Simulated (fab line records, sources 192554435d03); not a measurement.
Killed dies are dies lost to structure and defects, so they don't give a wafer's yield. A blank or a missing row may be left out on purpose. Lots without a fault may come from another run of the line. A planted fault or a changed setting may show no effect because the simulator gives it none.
fab line records | flow n5_finfet | part 2 of 2: steps 27 to 33 of 33
record lots=5 wafers=15 last_day=17
route steps=1938 shown BEOL_M13@1666
lots that met no fault: from a run of the same line without faults
start_h: hours from the record's first day to the start of the lot's first wafer shown | wait_h: hours since the lot's step before | " the same as in the row above | L1.1+2: a row that stands for several wafers | - no value, or no start given | * or withheld: withheld | < > ~ a bound
route shown NAME@n: a module of which the file shows steps, and the number in the route of the first | usual: mean/standard deviation of fault-free wafers | same: alike in all rows | chamber/n: place in a boat | sites: the reading at each site | _std_site: their standard deviation | _edge_site: outer sites' mean less inner sites' | radius_mm: how far each site lies from the wafer's centre | mask NAME#n: copy n | behind: the tool/chamber that last shaped the wafer | hold: why the lot was held/for how many hours/how that ended | device: the transistor (n, p or np) that didn't switch | end of line: the same wafers' tests at the end of the route | a step without rows: its recipe alone | killed: dies lost to structure and defects at the first sort, not the wafer's yield | map: a wafer's dies, x killed, . not, _ none there
set.NAME: the setting as run; set.NAME@STEP: as run at that earlier step | model.NAME: the simulator's own value behind a step, which no gauge read
lots at some steps of the route; a table a step, a row a wafer
services: from which hour (start_h, from the record's first day; less than 0 if before it) a tool's chamber was out of use, for how many hours, and why
## steps
# step N5_BEOL_M13_DESCUM_33
# recipe chemistry=O2 time_s=7.9 source_power_w=50 bias_power_w=20 pressure_mtorr=20 rf_frequency_hz=2.712e+07 temp_c=40 o2_flow_sccm=225
# usual drypump_motor_current_A=5.8/0.4 oes_product_au=0.79/0.091 rf_fwd_power_W=49.43/0.22 rf_vpp_V=243.0/1.4 showerhead_plenum_p_Torr=2.08/0.08 throttle_valve_pct=20.39/0.25
# columns lot.wafer tool chamber start_h wait_h drypump_motor_current_A oes_product_au rf_fwd_power_W rf_hours_counter_h rf_vpp_V showerhead_plenum_p_Torr throttle_valve_pct
L085.1 rie_diel-04 2 303.14 0.0 5.8 0.72 49.19 202 242.6 2.05 20.33
L085.4 " 3 " " 6.3 0.82 49.13 87 244.9 2.22 20.64
L085.6 " 2 " " 5.8 0.71 48.95 - 244.0 2.05 20.31
L084.1 rie_diel-02 3 313.01 0.1 4.9 0.70 49.85 245 240.7 1.99 20.97
L084.2 " 1 " " 6.3 0.91 49.56 28 242.6 2.02 19.98
L084.6 " 3 " " 4.9 0.70 49.73 - 241.3 1.99 20.98
L086.2 rie_diel-02 1 320.25 0.0 6.4 0.90 49.46 31 241.4 2.02 19.99
L086.4 " 3 " " 4.9 0.70 49.82 248 241.2 1.99 20.97
L086.6 " 0 " " 5.7 0.87 49.34 - 243.4 2.13 20.23
L091.1 rie_diel-03 0 360.96 0.0 5.9 0.81 49.51 101 241.8 2.01 20.16
L091.2 " 1 " " 5.7 0.73 49.24 195 243.8 2.07 20.24
L091.4 " 2 " " 6.0 0.72 49.64 218 241.8 1.98 20.55
L092.1 rie_diel-03 1 367.21 0.2 5.7 0.73 49.38 197 244.0 2.07 20.24
L092.4 " 3 " " 5.5 0.66 49.73 238 243.9 2.15 20.50
L092.5 " 2 " " 6.0 0.72 49.60 - 241.4 1.98 20.55
# step N5_BEOL_M13_ETCH_67
# recipe chemistry=CF4 target=SiARC target_depth_a=1430 time_s=238.3 ion_energy_ev=80 pressure_mtorr=40 source_w=545 bias_w=36 Ar_flow_sccm=100 cf4_flow_sccm=100 ends=cleared
# usual drypump_motor_current_A=5.8/0.4 etch_rf_on_time_s=239/4.9 oes_product_au=0.67/0.077 rf_fwd_power_W=543.5/1.8 rf_vpp_V=184.0/1.2 showerhead_plenum_p_Torr=2.14/0.071 throttle_valve_pct=15.61/0.24
# columns lot.wafer tool chamber start_h wait_h drypump_motor_current_A etch_rf_on_time_s oes_product_au rf_fwd_power_W rf_hours_counter_h rf_vpp_V showerhead_plenum_p_Torr throttle_valve_pct
L085.1 rie_diel-04 2 303.18 0.0 5.8 239 0.61 542.7 202 182.8 2.13 15.72
L085.4 " 3 " " 6.3 245 0.68 546.1 87 184.9 2.26 15.66
L085.6 " 2 " " 5.8 238 0.60 543.1 - 184.0 2.13 15.72
L084.1 rie_diel-02 3 313.05 0.0 4.9 230 0.61 543.3 245 182.0 2.03 16.08
L084.2 " 1 " " 6.3 239 0.77 545.9 28 185.0 2.10 15.28
L084.6 " 3 " " 4.9 229 0.61 544.7 - 181.7 2.03 16.07
L086.2 rie_diel-02 1 320.28 0.0 6.3 238 0.76 541.0 31 183.0 2.10 15.28
L086.4 " 3 " " 4.9 229 0.61 543.7 248 182.0 2.03 16.08
L086.6 " 0 " " 5.7 241 0.76 543.2 - 185.5 2.17 15.30
L091.1 rie_diel-03 0 360.99 0.0 5.9 247 0.67 545.3 101 183.3 2.07 15.43
L091.2 " 1 " " 5.7 238 0.62 544.7 195 183.4 2.13 15.54
L091.4 " 2 " " 6.1 242 0.62 545.3 218 183.3 2.04 15.83
L092.1 rie_diel-03 1 367.25 0.0 5.7 238 0.63 540.8 198 183.2 2.13 15.54
L092.4 " 3 " " 5.5 243 0.57 543.6 239 185.4 2.20 15.77
L092.5 " 2 " " 6.0 240 0.62 545.6 - 183.4 2.04 15.82
# step N5_BEOL_M13_ETCH_68
# recipe chemistry=N2/H2 target=SOC mask_material=SiARC source_w=3000 bias_w=350 temp_c=40 time_s=355 ion_energy_ev=200 pressure_mtorr=30 n2_flow_sccm=200 h2_flow_sccm=200
# usual drypump_motor_current_A=5.8/0.4 oes_product_au=0.79/0.089 rf_fwd_power_W=2994/9.7 rf_vpp_V=523.6/2.7 showerhead_plenum_p_Torr=2.53/0.09 throttle_valve_pct=17.78/0.23
# columns lot.wafer tool chamber start_h wait_h drypump_motor_current_A oes_product_au rf_fwd_power_W rf_hours_counter_h rf_vpp_V showerhead_plenum_p_Torr throttle_valve_pct
L085.1 rie_diel-04 2 303.32 0.1 5.8 0.70 2972 202 523.4 2.51 17.70
L085.4 " 3 " " 6.3 0.81 2983 87 526.9 2.68 17.89
L085.6 " 2 " " 5.8 0.70 2983 - 522.9 2.51 17.70
L084.1 rie_diel-02 3 313.20 0.1 4.9 0.70 2991 245 519.0 2.39 18.14
L084.2 " 1 " " 6.3 0.91 2987 28 522.1 2.48 17.38
L084.6 " 3 " " 4.9 0.71 3025 - 519.5 2.39 18.14
L086.2 rie_diel-02 1 320.43 0.1 6.3 0.89 2995 32 522.5 2.48 17.40
L086.4 " 3 " " 4.9 0.70 3003 248 519.5 2.39 18.15
L086.6 " 0 " " 5.7 0.88 2989 - 524.4 2.61 17.72
L091.1 rie_diel-03 0 361.14 0.1 6.0 0.80 2998 101 521.8 2.45 17.64
L091.2 " 1 " " 5.7 0.73 3012 195 523.6 2.52 17.63
L091.4 " 2 " " 6.0 0.73 2989 218 520.4 2.42 18.00
L092.1 rie_diel-03 1 367.40 0.1 5.7 0.73 2992 198 523.1 2.52 17.64
L092.4 " 3 " " 5.5 0.67 3011 239 527.1 2.62 17.85
L092.5 " 2 " " 6.0 0.73 2974 - 521.6 2.42 18.00
# step N5_BEOL_M13_STRIP_69
# recipe chemistry=N2/H2 temp_c=40 n2_flow_sccm=200 h2_flow_sccm=200 rf_frequency_hz=6e+07
# columns lot.wafer tool chamber start_h wait_h
L085.1+4+6 rie_diel-04 2,3,2 303.53 0.1
L084.1+2+6 rie_diel-02 3,1,3 313.41 0.1
L086.2+4+6 rie_diel-02 1,3,0 320.64 0.1
L091.1+2+4 rie_diel-03 0,1,2 361.35 0.1
L092.1+4+5 rie_diel-03 1,3,2 367.61 0.1
# step N5_BEOL_M13_TRENCH_ETCH_34
# recipe chemistry=C4F8/O2/Ar target=SiOC target_depth_a=4134.7 mask_material=SOC pressure_mtorr=30 source_w=3000 bias_w=700 Ar_flow_sccm=400 C4F8_flow_sccm=15 O2_flow_sccm=8 he_inner_torr=15 he_outer_torr=30 time_s=162.6 ion_energy_ev=250
# usual drypump_motor_current_A=5.8/0.4 oes_product_au=0.79/0.089 rf_fwd_power_W=2991/9.4 rf_vpp_V=665/3.1 showerhead_plenum_p_Torr=3.41/0.11 throttle_valve_pct=24.23/0.18
# columns lot.wafer tool chamber start_h wait_h drypump_motor_current_A oes_product_au rf_fwd_power_W rf_hours_counter_h rf_vpp_V showerhead_plenum_p_Torr throttle_valve_pct
L085.1 rie_diel-04 2 303.54 0.0 5.8 0.70 2984 202 664 3.40 24.26
L085.4 " 3 " " 6.3 0.82 2996 87 671 3.60 24.37
L085.6 " 2 " " 5.8 0.71 2980 - 666 3.40 24.28
L084.1 rie_diel-02 3 313.42 0.0 4.9 0.70 3000 246 661 3.22 24.48
L084.2 " 1 " " 6.3 0.90 2995 28 664 3.38 24.10
L084.6 " 3 " " 4.9 0.70 3003 - 659 3.22 24.48
L086.2 rie_diel-02 1 320.65 0.0 6.4 0.89 3000 32 664 3.38 24.09
L086.4 " 3 " " 4.9 0.70 2992 249 660 3.22 24.49
L086.6 " 0 " " 5.7 0.88 2981 - 666 3.47 24.00
L091.1 rie_diel-03 0 361.36 0.0 5.9 0.80 2997 101 663 3.31 24.07
L091.2 " 1 " " 5.7 0.74 2996 195 665 3.41 24.13
L091.4 " 2 " " 6.0 0.72 2991 219 661 3.25 24.25
L092.1 rie_diel-03 1 367.62 0.0 5.7 0.73 2990 198 664 3.41 24.13
L092.4 " 3 " " 5.5 0.67 2988 239 667 3.50 24.23
L092.5 " 2 " " 6.1 0.72 2995 - 660 3.24 24.27
# step N5_BEOL_M13_STRIP_70
# recipe chemistry=C4F8/O2/Ar resist=SiARC rf_frequency_hz=6e+07
# columns lot.wafer tool chamber start_h wait_h
L085.1+4+6 rie_diel-04 2,3,2 303.68 0.1
L084.1+2+6 rie_diel-02 3,1,3 313.55 0.1
L086.2+4+6 rie_diel-02 1,3,0 320.79 0.1
L091.1+2+4 rie_diel-03 0,1,2 361.50 0.1
L092.1+4+5 rie_diel-03 1,3,2 367.75 0.1
# step N5_BEOL_M13_OCD_MEAS_35
# usual trench_depth_nm=411/4.8
# columns lot.wafer tool chamber start_h wait_h trench_depth_nm
L085.1 ocd-01 - 303.72 0.0 408
L085.4 " - " " 411
L085.6 " - " " 411
L084.1 ocd-02 - 313.59 0.0 412
L084.2 " - " " 417
L084.6 " - " " 408
L086.2 ocd-02 - 320.83 0.0 416
L086.4 " - " " 406
L086.6 " - " " 408
L091.1 ocd-01 - 361.54 0.0 414
L091.2 " - " " 411
L091.4 " - " " 409
L092.1 ocd-01 - 367.79 0.0 411
L092.4 " - " " 404
L092.5 " - " " 406
## services
# columns tool chamber start_h hours kind
krf_scanner-01 - 280.28 1.0 pm
krf_scanner-02 - 280.86 1.0 pm
krf_scanner-01 - 281.86 4.4 pm
rie_diel-04 0 284.54 18.3 repair
krf_scanner-02 - 287.54 0.8 pm
rie_diel-02 3 293.80 6.4 repair
plasma_asher-01 - 295.86 2.8 pm
rie_diel-04 0 307.97 - clean
rie_diel-04 0 307.97 - consumable_replace:focus_ring
rie_diel-04 0 307.97 - consumable_replace:showerhead
rie_diel-04 0 307.97 12.6 scheduled_down
rie_diel-04 0 307.97 12.6 vent_cycle
litho_track-04 - 318.65 - consumable_replace:filter
rie_diel-03 0 318.87 4.7 repair
litho_track-01 - 323.43 - consumable_replace:filter
rie_diel-02 3 325.04 - clean
rie_diel-02 3 325.04 - consumable_replace:focus_ring
rie_diel-02 3 325.04 - consumable_replace:showerhead
rie_diel-02 3 325.04 14.1 scheduled_down
rie_diel-02 3 325.04 14.1 vent_cycle
rie_diel-03 0 325.59 3.4 repair
krf_scanner-02 - 329.22 0.5 repair
rie_diel-04 1 350.14 7.9 repair
krf_scanner-02 - 361.72 1.3 pm
